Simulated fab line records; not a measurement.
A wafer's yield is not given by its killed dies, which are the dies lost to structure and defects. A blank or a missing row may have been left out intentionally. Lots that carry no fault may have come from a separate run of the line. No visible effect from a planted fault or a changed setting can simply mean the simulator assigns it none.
fab line records / flow nandHarc
record lots=14 wafers=42 lastDay=33
route steps=1302 shown A_CHANNEL_FILL_D1@493 A_ONON_D2@548 END@1302
lots with no fault: from the same line, run without faults
startH: hours from the record's first day to the start of the lot's first wafer shown / waitH: hours from the lot's prior step to this one / " same as the row above / L1.1+2: one row covering several wafers at once / - either no value or no given start / * or withheld: withheld / < > ~ a bound
route shown NAME@n: names a module that has steps shown in the file, with the first one's number in the route / usual: average and standard deviation across the fault-free wafers / same: alike in all rows / chamber/n: place in a boat / sites: per-site readings / _std_site: standard deviation across them / _edge_site: mean of outer sites minus mean of inner sites / radiusMm: how far each site lies from the wafer's centre / mask NAME#n: copy n / behind: the tool/chamber that last shaped the wafer / hold: why the lot was held/for how many hours/how that ended / device: names the non-switching transistor (n, p or np) / end of line: at the end of the route, the tests of the same wafers / a step given without rows: its recipe and nothing more / killed: at the first sort, the dies lost to defects and structure; wafer yield is something else / map: dies across one wafer; x = killed, . = not, _ = none there
set.NAME: the setting the step ran with; set.NAME@STEP: the setting that earlier step ran with / model.NAME: the simulator's own value behind a step, which no gauge read
a sample of lots followed through the steps of the route, with each step as a table and each wafer as a row
services: the hour from which a tool's chamber was out of use, counted from the record's first day as startH (under 0 if before that day), plus the number of hours and why
## steps
# step NHARC_A_CHANNEL_FILL_D1_ALD_03
# recipe targetThkA=60 pulseTimeS=60 aldCycles=58 tempC=630 pressureTorr=2 material=SiNx
# usual precursorPulseHeightRel=0.997/0.022
# same aldCycles=58
lot.wafer=L201.2 tool=aldSinBatch-02 chamber=0 startH=- waitH=- precursorPulseHeightRel=1.009
lot.wafer=L201.4 tool=aldSinBatch-02 chamber=0 startH=- waitH=- precursorPulseHeightRel=0.973
lot.wafer=L201.5 tool=aldSinBatch-02 chamber=0 startH=- waitH=- precursorPulseHeightRel=0.987
lot.wafer=L202.2 tool=aldSinBatch-02 chamber=0 startH=- waitH=- precursorPulseHeightRel=1.022
lot.wafer=L202.3 tool=aldSinBatch-02 chamber=0 startH=- waitH=- precursorPulseHeightRel=1.047
lot.wafer=L202.6 tool=aldSinBatch-02 chamber=0 startH=- waitH=- precursorPulseHeightRel=0.971
lot.wafer=L204.1 tool=aldSinBatch-03 chamber=0 startH=- waitH=- precursorPulseHeightRel=0.987
lot.wafer=L204.2 tool=aldSinBatch-03 chamber=0 startH=- waitH=- precursorPulseHeightRel=0.992
lot.wafer=L204.5 tool=aldSinBatch-03 chamber=0 startH=- waitH=- precursorPulseHeightRel=0.951
lot.wafer=L207.1 tool=aldSinBatch-02 chamber=0 startH=- waitH=- precursorPulseHeightRel=1.020
lot.wafer=L207.3 tool=aldSinBatch-02 chamber=0 startH=- waitH=- precursorPulseHeightRel=1.052
lot.wafer=L207.5 tool=aldSinBatch-02 chamber=0 startH=- waitH=- precursorPulseHeightRel=1.001
lot.wafer=L208.3 tool=aldSinBatch-01 chamber=0 startH=- waitH=- precursorPulseHeightRel=1.036
lot.wafer=L208.5 tool=aldSinBatch-01 chamber=0 startH=- waitH=- precursorPulseHeightRel=0.982
lot.wafer=L208.6 tool=aldSinBatch-01 chamber=0 startH=- waitH=- precursorPulseHeightRel=0.976
lot.wafer=L209.3 tool=aldSinBatch-03 chamber=0 startH=- waitH=- precursorPulseHeightRel=0.998
lot.wafer=L209.4 tool=aldSinBatch-03 chamber=0 startH=- waitH=- precursorPulseHeightRel=0.965
lot.wafer=L209.6 tool=aldSinBatch-03 chamber=0 startH=- waitH=- precursorPulseHeightRel=1.002
lot.wafer=L210.2 tool=aldSinBatch-03 chamber=0 startH=- waitH=- precursorPulseHeightRel=0.985
lot.wafer=L210.3 tool=aldSinBatch-03 chamber=0 startH=- waitH=- precursorPulseHeightRel=1.020
lot.wafer=L210.4 tool=aldSinBatch-03 chamber=0 startH=- waitH=- precursorPulseHeightRel=0.975
lot.wafer=L211.1 tool=aldSinBatch-01 chamber=0 startH=- waitH=- precursorPulseHeightRel=1.016
lot.wafer=L211.5 tool=aldSinBatch-01 chamber=0 startH=- waitH=- precursorPulseHeightRel=1.009
lot.wafer=L211.6 tool=aldSinBatch-01 chamber=0 startH=- waitH=- precursorPulseHeightRel=0.998
lot.wafer=L213.3 tool=aldSinBatch-02 chamber=0 startH=- waitH=- precursorPulseHeightRel=1.000
lot.wafer=L213.4 tool=aldSinBatch-02 chamber=0 startH=- waitH=- precursorPulseHeightRel=0.946
lot.wafer=L213.6 tool=aldSinBatch-02 chamber=0 startH=- waitH=- precursorPulseHeightRel=0.986
lot.wafer=L214.3 tool=aldSinBatch-02 chamber=0 startH=- waitH=- precursorPulseHeightRel=0.996
lot.wafer=L214.4 tool=aldSinBatch-02 chamber=0 startH=- waitH=- precursorPulseHeightRel=0.991
lot.wafer=L214.6 tool=aldSinBatch-02 chamber=0 startH=- waitH=- precursorPulseHeightRel=0.989
lot.wafer=L216.3 tool=aldSinBatch-01 chamber=0 startH=- waitH=- precursorPulseHeightRel=0.978
lot.wafer=L216.5 tool=aldSinBatch-01 chamber=0 startH=- waitH=- precursorPulseHeightRel=0.977
lot.wafer=L216.6 tool=aldSinBatch-01 chamber=0 startH=- waitH=- precursorPulseHeightRel=0.991
lot.wafer=L218.2 tool=aldSinBatch-02 chamber=0 startH=- waitH=- precursorPulseHeightRel=0.990
lot.wafer=L218.5 tool=aldSinBatch-02 chamber=0 startH=- waitH=- precursorPulseHeightRel=1.023
lot.wafer=L218.6 tool=aldSinBatch-02 chamber=0 startH=- waitH=- precursorPulseHeightRel=0.975
lot.wafer=L222.4 tool=aldSinBatch-02 chamber=0 startH=- waitH=- precursorPulseHeightRel=1.002
lot.wafer=L222.5 tool=aldSinBatch-02 chamber=0 startH=- waitH=- precursorPulseHeightRel=1.005
lot.wafer=L222.6 tool=aldSinBatch-02 chamber=0 startH=- waitH=- precursorPulseHeightRel=1.002
lot.wafer=L224.1 tool=aldSinBatch-01 chamber=0 startH=- waitH=- precursorPulseHeightRel=1.027
lot.wafer=L224.3 tool=aldSinBatch-01 chamber=0 startH=- waitH=- precursorPulseHeightRel=0.989
lot.wafer=L224.5 tool=aldSinBatch-01 chamber=0 startH=- waitH=- precursorPulseHeightRel=1.007
# step NHARC_A_ONON_D2_THK_MEAS_05
# recipe thkMeasGauge=ellipsometry
# usual thkNm=1000/11
lot.wafer=L201.2 tool=filmMetro-02 chamber=- startH=274.90 waitH=- thkNm=996
lot.wafer=L201.4 tool=filmMetro-02 chamber=- startH=274.90 waitH=- thkNm=998
lot.wafer=L201.5 tool=filmMetro-02 chamber=- startH=274.90 waitH=- thkNm=998
lot.wafer=L202.2 tool=filmMetro-01 chamber=- startH=274.95 waitH=- thkNm=1010
lot.wafer=L202.3 tool=filmMetro-01 chamber=- startH=274.95 waitH=- thkNm=1009
lot.wafer=L202.6 tool=filmMetro-01 chamber=- startH=274.95 waitH=- thkNm=1010
lot.wafer=L204.1 tool=filmMetro-02 chamber=- startH=312.65 waitH=- thkNm=996
lot.wafer=L204.2 tool=filmMetro-02 chamber=- startH=312.65 waitH=- thkNm=994
lot.wafer=L204.5 tool=filmMetro-02 chamber=- startH=312.65 waitH=- thkNm=995
lot.wafer=L207.1 tool=filmMetro-02 chamber=- startH=338.12 waitH=- thkNm=1004
lot.wafer=L207.3 tool=filmMetro-02 chamber=- startH=338.12 waitH=- thkNm=1004
lot.wafer=L207.5 tool=filmMetro-02 chamber=- startH=338.12 waitH=- thkNm=1004
lot.wafer=L208.3 tool=filmMetro-01 chamber=- startH=349.36 waitH=- thkNm=998
lot.wafer=L208.5 tool=filmMetro-01 chamber=- startH=349.36 waitH=- thkNm=997
lot.wafer=L208.6 tool=filmMetro-01 chamber=- startH=349.36 waitH=- thkNm=998
lot.wafer=L209.3 tool=filmMetro-01 chamber=- startH=355.02 waitH=- thkNm=992
lot.wafer=L209.4 tool=filmMetro-01 chamber=- startH=355.02 waitH=- thkNm=993
lot.wafer=L209.6 tool=filmMetro-01 chamber=- startH=355.02 waitH=- thkNm=993
lot.wafer=L210.2 tool=filmMetro-02 chamber=- startH=355.11 waitH=- thkNm=1028
lot.wafer=L210.3 tool=filmMetro-02 chamber=- startH=355.11 waitH=- thkNm=1029
lot.wafer=L210.4 tool=filmMetro-02 chamber=- startH=355.11 waitH=- thkNm=1028
lot.wafer=L211.1 tool=filmMetro-01 chamber=- startH=385.99 waitH=- thkNm=991
lot.wafer=L211.5 tool=filmMetro-01 chamber=- startH=385.99 waitH=- thkNm=990
lot.wafer=L211.6 tool=filmMetro-01 chamber=- startH=385.99 waitH=- thkNm=993
lot.wafer=L213.3 tool=filmMetro-01 chamber=- startH=392.63 waitH=- thkNm=1009
lot.wafer=L213.4 tool=filmMetro-01 chamber=- startH=392.63 waitH=- thkNm=1010
lot.wafer=L213.6 tool=filmMetro-01 chamber=- startH=392.63 waitH=- thkNm=1010
lot.wafer=L214.3 tool=filmMetro-02 chamber=- startH=399.45 waitH=- thkNm=993
lot.wafer=L214.4 tool=filmMetro-02 chamber=- startH=399.45 waitH=- thkNm=992
lot.wafer=L214.6 tool=filmMetro-02 chamber=- startH=399.45 waitH=- thkNm=994
lot.wafer=L216.3 tool=filmMetro-02 chamber=- startH=414.97 waitH=- thkNm=991
lot.wafer=L216.5 tool=filmMetro-02 chamber=- startH=414.97 waitH=- thkNm=994
lot.wafer=L216.6 tool=filmMetro-02 chamber=- startH=414.97 waitH=- thkNm=991
lot.wafer=L218.2 tool=filmMetro-02 chamber=- startH=432.39 waitH=- thkNm=986
lot.wafer=L218.5 tool=filmMetro-02 chamber=- startH=432.39 waitH=- thkNm=987
lot.wafer=L218.6 tool=filmMetro-02 chamber=- startH=432.39 waitH=- thkNm=988
lot.wafer=L222.4 tool=filmMetro-01 chamber=- startH=477.38 waitH=- thkNm=1013
lot.wafer=L222.5 tool=filmMetro-01 chamber=- startH=477.38 waitH=- thkNm=1015
lot.wafer=L222.6 tool=filmMetro-01 chamber=- startH=477.38 waitH=- thkNm=1014
lot.wafer=L224.1 tool=filmMetro-02 chamber=- startH=503.40 waitH=- thkNm=978
lot.wafer=L224.3 tool=filmMetro-02 chamber=- startH=503.40 waitH=- thkNm=979
lot.wafer=L224.5 tool=filmMetro-02 chamber=- startH=503.40 waitH=- thkNm=979
# step NHARC_A_ONON_D2_DEP_19
# recipe targetThkA=10000 n2FlowSccm=2750 n2oFlowSccm=2000 nh3FlowSccm=500 sih4FlowSccm=210 tempC=400
lot.wafer=L201.2+4+5 tool=pecvdOnon-01 chamber=0 startH=284.07 waitH=0.1
lot.wafer=L202.2+3+6 tool=pecvdOnon-04 chamber=0 startH=284.07 waitH=0.1
lot.wafer=L204.1+2+5 tool=pecvdOnon-02 chamber=0 startH=322.14 waitH=0.1
lot.wafer=L207.1+3+5 tool=pecvdOnon-02 chamber=0 startH=347.22 waitH=0.1
lot.wafer=L210.2+3+4 tool=pecvdOnon-04 chamber=0 startH=361.89 waitH=0.1
lot.wafer=L208.3+5+6 tool=pecvdOnon-01 chamber=0 startH=361.95 waitH=0.2
lot.wafer=L209.3+4+6 tool=pecvdOnon-02 chamber=0 startH=361.95 waitH=0.2
lot.wafer=L211.1+5+6 tool=pecvdOnon-04 chamber=0 startH=395.44 waitH=0.1
lot.wafer=L213.3+4+6 tool=pecvdOnon-04 chamber=0 startH=401.86 waitH=0.2
lot.wafer=L214.3+4+6 tool=pecvdOnon-02 chamber=0 startH=409.06 waitH=0.2
lot.wafer=L216.3+5+6 tool=pecvdOnon-02 chamber=0 startH=424.18 waitH=0.2
lot.wafer=L218.2+5+6 tool=pecvdOnon-01 chamber=0 startH=442.64 waitH=0.1
lot.wafer=L222.4+5+6 tool=pecvdOnon-02 chamber=0 startH=488.90 waitH=0.2
lot.wafer=L224.1+3+5 tool=pecvdOnon-02 chamber=0 startH=509.67 waitH=0.1
# step NHARC_A_ONON_D2_THK_MEAS_21
# recipe thkMeasGauge=ellipsometry
# usual thkNm=1001/8.5
lot.wafer=L201.2 tool=filmMetro-01 chamber=- startH=284.52 waitH=- thkNm=979
lot.wafer=L201.4 tool=filmMetro-01 chamber=- startH=284.52 waitH=- thkNm=980
lot.wafer=L201.5 tool=filmMetro-01 chamber=- startH=284.52 waitH=- thkNm=980
lot.wafer=L202.2 tool=filmMetro-02 chamber=- startH=284.53 waitH=- thkNm=998
lot.wafer=L202.3 tool=filmMetro-02 chamber=- startH=284.53 waitH=- thkNm=998
lot.wafer=L202.6 tool=filmMetro-02 chamber=- startH=284.53 waitH=- thkNm=997
lot.wafer=L204.1 tool=filmMetro-02 chamber=- startH=322.64 waitH=- thkNm=1008
lot.wafer=L204.2 tool=filmMetro-02 chamber=- startH=322.64 waitH=- thkNm=1008
lot.wafer=L204.5 tool=filmMetro-02 chamber=- startH=322.64 waitH=- thkNm=1008
lot.wafer=L207.1 tool=filmMetro-01 chamber=- startH=347.73 waitH=- thkNm=996
lot.wafer=L207.3 tool=filmMetro-01 chamber=- startH=347.73 waitH=- thkNm=996
lot.wafer=L207.5 tool=filmMetro-01 chamber=- startH=347.73 waitH=- thkNm=996
lot.wafer=L208.3 tool=filmMetro-02 chamber=- startH=362.34 waitH=- thkNm=1000
lot.wafer=L208.5 tool=filmMetro-02 chamber=- startH=362.34 waitH=- thkNm=999
lot.wafer=L208.6 tool=filmMetro-02 chamber=- startH=362.34 waitH=- thkNm=1000
lot.wafer=L210.2 tool=filmMetro-01 chamber=- startH=362.34 waitH=- thkNm=1006
lot.wafer=L210.3 tool=filmMetro-01 chamber=- startH=362.34 waitH=- thkNm=1005
lot.wafer=L210.4 tool=filmMetro-01 chamber=- startH=362.34 waitH=- thkNm=1006
lot.wafer=L209.3 tool=filmMetro-02 chamber=- startH=362.35 waitH=- thkNm=1003
lot.wafer=L209.4 tool=filmMetro-02 chamber=- startH=362.35 waitH=- thkNm=1002
lot.wafer=L209.6 tool=filmMetro-02 chamber=- startH=362.35 waitH=- thkNm=1002
lot.wafer=L211.1 tool=filmMetro-02 chamber=- startH=395.94 waitH=- thkNm=1007
lot.wafer=L211.5 tool=filmMetro-02 chamber=- startH=395.94 waitH=- thkNm=1009
lot.wafer=L211.6 tool=filmMetro-02 chamber=- startH=395.94 waitH=- thkNm=1007
lot.wafer=L213.3 tool=filmMetro-01 chamber=- startH=402.26 waitH=- thkNm=1001
lot.wafer=L213.4 tool=filmMetro-01 chamber=- startH=402.26 waitH=- thkNm=1000
lot.wafer=L213.6 tool=filmMetro-01 chamber=- startH=402.26 waitH=- thkNm=999
lot.wafer=L214.3 tool=filmMetro-01 chamber=- startH=409.45 waitH=- thkNm=999
lot.wafer=L214.4 tool=filmMetro-01 chamber=- startH=409.45 waitH=- thkNm=999
lot.wafer=L214.6 tool=filmMetro-01 chamber=- startH=409.45 waitH=- thkNm=999
lot.wafer=L216.3 tool=filmMetro-01 chamber=- startH=424.57 waitH=- thkNm=1007
lot.wafer=L216.5 tool=filmMetro-01 chamber=- startH=424.57 waitH=- thkNm=1008
lot.wafer=L216.6 tool=filmMetro-01 chamber=- startH=424.57 waitH=- thkNm=1006
lot.wafer=L218.2 tool=filmMetro-01 chamber=- startH=443.09 waitH=- thkNm=1005
lot.wafer=L218.5 tool=filmMetro-01 chamber=- startH=443.09 waitH=- thkNm=1006
lot.wafer=L218.6 tool=filmMetro-01 chamber=- startH=443.09 waitH=- thkNm=1007
lot.wafer=L222.4 tool=filmMetro-01 chamber=- startH=489.24 waitH=- thkNm=759
lot.wafer=L222.5 tool=filmMetro-01 chamber=- startH=489.24 waitH=- thkNm=758
lot.wafer=L222.6 tool=filmMetro-01 chamber=- startH=489.24 waitH=- thkNm=759
lot.wafer=L224.1 tool=filmMetro-01 chamber=- startH=510.21 waitH=- thkNm=756
lot.wafer=L224.3 tool=filmMetro-01 chamber=- startH=510.21 waitH=- thkNm=755
lot.wafer=L224.5 tool=filmMetro-01 chamber=- startH=510.21 waitH=- thkNm=756
# step NHARC_A_ONON_D2_INSPECT_32
# usual rawDefectCount=416/170
lot.wafer=L201.2 tool=defectInspect-01 chamber=- startH=286.76 waitH=0.0 rawDefectCount=342
lot.wafer=L201.4 tool=defectInspect-01 chamber=- startH=286.76 waitH=0.0 rawDefectCount=415
lot.wafer=L201.5 tool=defectInspect-01 chamber=- startH=286.76 waitH=0.0 rawDefectCount=370
lot.wafer=L202.2 tool=defectInspect-01 chamber=- startH=286.82 waitH=0.0 rawDefectCount=436
lot.wafer=L202.3 tool=defectInspect-01 chamber=- startH=286.82 waitH=0.0 rawDefectCount=425
lot.wafer=L202.6 tool=defectInspect-01 chamber=- startH=286.82 waitH=0.0 rawDefectCount=293
lot.wafer=L204.1 tool=defectInspect-01 chamber=- startH=324.88 waitH=0.0 rawDefectCount=408
lot.wafer=L204.2 tool=defectInspect-01 chamber=- startH=324.88 waitH=0.0 rawDefectCount=297
lot.wafer=L204.5 tool=defectInspect-01 chamber=- startH=324.88 waitH=0.0 rawDefectCount=564
lot.wafer=L207.1 tool=defectInspect-02 chamber=- startH=349.96 waitH=0.0 rawDefectCount=405
lot.wafer=L207.3 tool=defectInspect-02 chamber=- startH=349.96 waitH=0.0 rawDefectCount=372
lot.wafer=L207.5 tool=defectInspect-02 chamber=- startH=349.96 waitH=0.0 rawDefectCount=514
lot.wafer=L210.2 tool=defectInspect-02 chamber=- startH=364.58 waitH=0.0 rawDefectCount=228
lot.wafer=L210.3 tool=defectInspect-02 chamber=- startH=364.58 waitH=0.0 rawDefectCount=296
lot.wafer=L210.4 tool=defectInspect-02 chamber=- startH=364.58 waitH=0.0 rawDefectCount=383
lot.wafer=L208.3 tool=defectInspect-01 chamber=- startH=364.59 waitH=0.0 rawDefectCount=412
lot.wafer=L208.5 tool=defectInspect-01 chamber=- startH=364.59 waitH=0.0 rawDefectCount=384
lot.wafer=L208.6 tool=defectInspect-01 chamber=- startH=364.59 waitH=0.0 rawDefectCount=653
lot.wafer=L209.3 tool=defectInspect-02 chamber=- startH=364.60 waitH=0.0 rawDefectCount=366
lot.wafer=L209.4 tool=defectInspect-02 chamber=- startH=364.60 waitH=0.0 rawDefectCount=327
lot.wafer=L209.6 tool=defectInspect-02 chamber=- startH=364.60 waitH=0.0 rawDefectCount=705
lot.wafer=L211.1 tool=defectInspect-01 chamber=- startH=398.17 waitH=0.0 rawDefectCount=741
lot.wafer=L211.5 tool=defectInspect-01 chamber=- startH=398.17 waitH=0.0 rawDefectCount=951
lot.wafer=L211.6 tool=defectInspect-01 chamber=- startH=398.17 waitH=0.0 rawDefectCount=519
lot.wafer=L213.3 tool=defectInspect-01 chamber=- startH=404.50 waitH=0.0 rawDefectCount=429
lot.wafer=L213.4 tool=defectInspect-01 chamber=- startH=404.50 waitH=0.0 rawDefectCount=663
lot.wafer=L213.6 tool=defectInspect-01 chamber=- startH=404.50 waitH=0.0 rawDefectCount=555
lot.wafer=L214.3 tool=defectInspect-02 chamber=- startH=411.69 waitH=0.0 rawDefectCount=470
lot.wafer=L214.4 tool=defectInspect-02 chamber=- startH=411.69 waitH=0.0 rawDefectCount=723
lot.wafer=L214.6 tool=defectInspect-02 chamber=- startH=411.69 waitH=0.0 rawDefectCount=723
lot.wafer=L216.3 tool=defectInspect-02 chamber=- startH=426.81 waitH=0.0 rawDefectCount=370
lot.wafer=L216.5 tool=defectInspect-02 chamber=- startH=426.81 waitH=0.0 rawDefectCount=590
lot.wafer=L216.6 tool=defectInspect-02 chamber=- startH=426.81 waitH=0.0 rawDefectCount=576
lot.wafer=L218.2 tool=defectInspect-01 chamber=- startH=445.48 waitH=0.0 rawDefectCount=575
lot.wafer=L218.5 tool=defectInspect-01 chamber=- startH=445.48 waitH=0.0 rawDefectCount=502
lot.wafer=L218.6 tool=defectInspect-01 chamber=- startH=445.48 waitH=0.0 rawDefectCount=526
lot.wafer=L222.4 tool=defectInspect-01 chamber=- startH=491.49 waitH=0.0 rawDefectCount=559
lot.wafer=L222.5 tool=defectInspect-01 chamber=- startH=491.49 waitH=0.0 rawDefectCount=402
lot.wafer=L222.6 tool=defectInspect-01 chamber=- startH=491.49 waitH=0.0 rawDefectCount=445
lot.wafer=L224.1 tool=defectInspect-02 chamber=- startH=512.47 waitH=0.0 rawDefectCount=216
lot.wafer=L224.3 tool=defectInspect-02 chamber=- startH=512.47 waitH=0.0 rawDefectCount=265
lot.wafer=L224.5 tool=defectInspect-02 chamber=- startH=512.47 waitH=0.0 rawDefectCount=201
# step NHARC_END_SORT_01
# recipe tempC=25
# usual killedAtArray=59/19 killedAtOther=0.6/0.85 killedAtPeriphery=3.8/2.5 killedDies=64/19 killedOpen=3.3/1.8 killedShort=2.2/1.6
# same grossDies=677
lot.wafer=L222.4 tool=prober-01 chamber=0 startH=774.56 waitH=3.4 killedAtArray=671 killedAtOther=2 killedAtPeriphery=4 killedDies=677 killedOpen=4 killedShort=1
lot.wafer=L222.5 tool=prober-01 chamber=0 startH=775.37 waitH=3.7 killedAtArray=671 killedAtOther=0 killedAtPeriphery=6 killedDies=677 killedOpen=2 killedShort=3
lot.wafer=L222.6 tool=prober-01 chamber=0 startH=776.18 waitH=4.0 killedAtArray=673 killedAtOther=2 killedAtPeriphery=2 killedDies=677 killedOpen=2 killedShort=3
lot.wafer=L224.1 tool=prober-02 chamber=0 startH=780.70 waitH=2.5 killedAtArray=664 killedAtOther=0 killedAtPeriphery=13 killedDies=677 killedOpen=6 killedShort=1
lot.wafer=L224.3 tool=prober-02 chamber=0 startH=782.30 waitH=3.1 killedAtArray=665 killedAtOther=0 killedAtPeriphery=12 killedDies=677 killedOpen=1 killedShort=7
lot.wafer=L224.5 tool=prober-02 chamber=0 startH=783.90 waitH=3.7 killedAtArray=670 killedAtOther=1 killedAtPeriphery=6 killedDies=677 killedOpen=6 killedShort=1
# killed by level:class
L222.4 A_ONON_D2:areaDep=620 A_CHANNEL_HOLE_D2:chamberFilmFlake=18 A_CHANNEL_HOLE_D1:chamberFilmFlake=12 A_CONTACT:chamberFilmFlake=8 A_SLIT:chamberFilmFlake=5 P_STI:chamberFilmFlake=4 A_WL_FILL:chamberFilmFlake=2 A_ONON_D1:geometricParticle:open=1
L222.5 A_ONON_D2:areaDep=608 A_CHANNEL_HOLE_D2:chamberFilmFlake=18 A_CHANNEL_HOLE_D1:chamberFilmFlake=15 A_CONTACT:chamberFilmFlake=9 A_SLIT:chamberFilmFlake=8 A_STAIRCASE:chamberFilmFlake=5 P_STI:chamberFilmFlake=4 A_DECK1_JOINT:chamberFilmFlake=4
L222.6 A_ONON_D2:areaDep=613 A_CHANNEL_HOLE_D2:chamberFilmFlake=20 A_CONTACT:chamberFilmFlake=10 A_CHANNEL_HOLE_D1:chamberFilmFlake=10 A_STAIRCASE:chamberFilmFlake=9 A_SLIT:chamberFilmFlake=5 A_DECK1_JOINT:chamberFilmFlake=2 P_M0:geometricParticle:short=1
L224.1 A_ONON_D2:areaDep=602 A_SLIT:chamberFilmFlake=27 A_CHANNEL_HOLE_D2:chamberFilmFlake=15 A_CHANNEL_HOLE_D1:chamberFilmFlake=11 P_BONDPAD:chamberFilmFlake=6 P_GATE:chamberFilmFlake=3 A_CONTACT:chamberFilmFlake=3 P_CONTACT:geometricParticle:open=1
L224.3 A_ONON_D2:areaDep=610 A_CHANNEL_HOLE_D2:chamberFilmFlake=18 A_SLIT:chamberFilmFlake=12 A_CHANNEL_HOLE_D1:chamberFilmFlake=11 P_BONDPAD:chamberFilmFlake=7 A_STAIRCASE:chamberFilmFlake=5 P_M0:geometricParticle:short=2 P_GATE:chamberFilmFlake=2
L224.5 A_ONON_D2:areaDep=597 A_SLIT:chamberFilmFlake=29 A_CHANNEL_HOLE_D2:chamberFilmFlake=18 A_CHANNEL_HOLE_D1:chamberFilmFlake=11 A_CONTACT:chamberFilmFlake=4 A_STAIRCASE:chamberFilmFlake=3 P_M0:geometricParticle:open=2 P_GATE:chamberFilmFlake=2
## services
tool=pecvdOnon-02 chamber=- startH=185.09 hours=13.0 kind=pm
tool=pecvdOnon-04 chamber=- startH=241.68 hours=7.7 kind=repair
tool=pecvdOnon-01 chamber=- startH=248.47 hours=1.3 kind=repair
tool=aldSinBatch-02 chamber=- startH=266.00 hours=26.0 kind=pm
tool=pecvdOnon-01 chamber=- startH=269.00 hours=13.0 kind=pm
tool=pecvdOnon-04 chamber=- startH=311.91 hours=13.0 kind=pm
tool=pecvdOnon-02 chamber=- startH=366.09 hours=13.0 kind=pm
tool=pecvdOnon-04 chamber=- startH=434.90 hours=2.4 kind=repair
tool=pecvdOnon-01 chamber=- startH=450.00 hours=13.0 kind=pm
tool=pecvdOnon-02 chamber=- startH=450.14 hours=14.9 kind=repair
tool=pecvdOnon-04 chamber=- startH=492.91 hours=13.0 kind=pm
tool=aldSinBatch-01 chamber=- startH=506.00 hours=26.0 kind=pm
tool=pecvdOnon-01 chamber=- startH=507.90 hours=2.5 kind=repair
## key
firstSign step=NHARC_A_ONON_D2_THK_MEAS_21 reading=thkNm direction=down sigmas=29 usual=1001 struck=757
effect step=NHARC_END_SORT_01 reading=killedDies direction=up sigmas=33 usual=64 struck=677
moreKillsBornAt NHARC_A_ONON_D2_DEP_19@pecvdOnon-02=3650
metAt NHARC_A_ONON_D2_DEP_19
struckLots L222,L224
laterRowsLeftOut L222.4,L222.5,L222.6,L224.1,L224.3,L224.5
testerLeftOut L222,L224
notActingAt NHARC_A_CHANNEL_FILL_D1_ALD_03,NHARC_A_ONON_D2_THK_MEAS_05,NHARC_A_ONON_D2_INSPECT_32
onsetBetween 424.18 488.90
alsoFits time
fault kind=processParameterDrift tool=pecvdOnon-02 chamber=- onsetH=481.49 steps=NHARC_A_ONON_D2_DEP_19 channel=targetThkA offset=* shape=step endH=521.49 actsIn=* stated=*
# testerLeftOut: of these lots the tester's yield and bins aren't shown, on N5 and GAA mostly nor the transistor test; their killed dies are dies lost to structure and defects alone, not to doping, threshold or leakage, so they don't give the yield
# laterRowsLeftOut: the simulator's readings of these wafers behind a module that went badly wrong aren't trusted and aren't shown, but for the sort
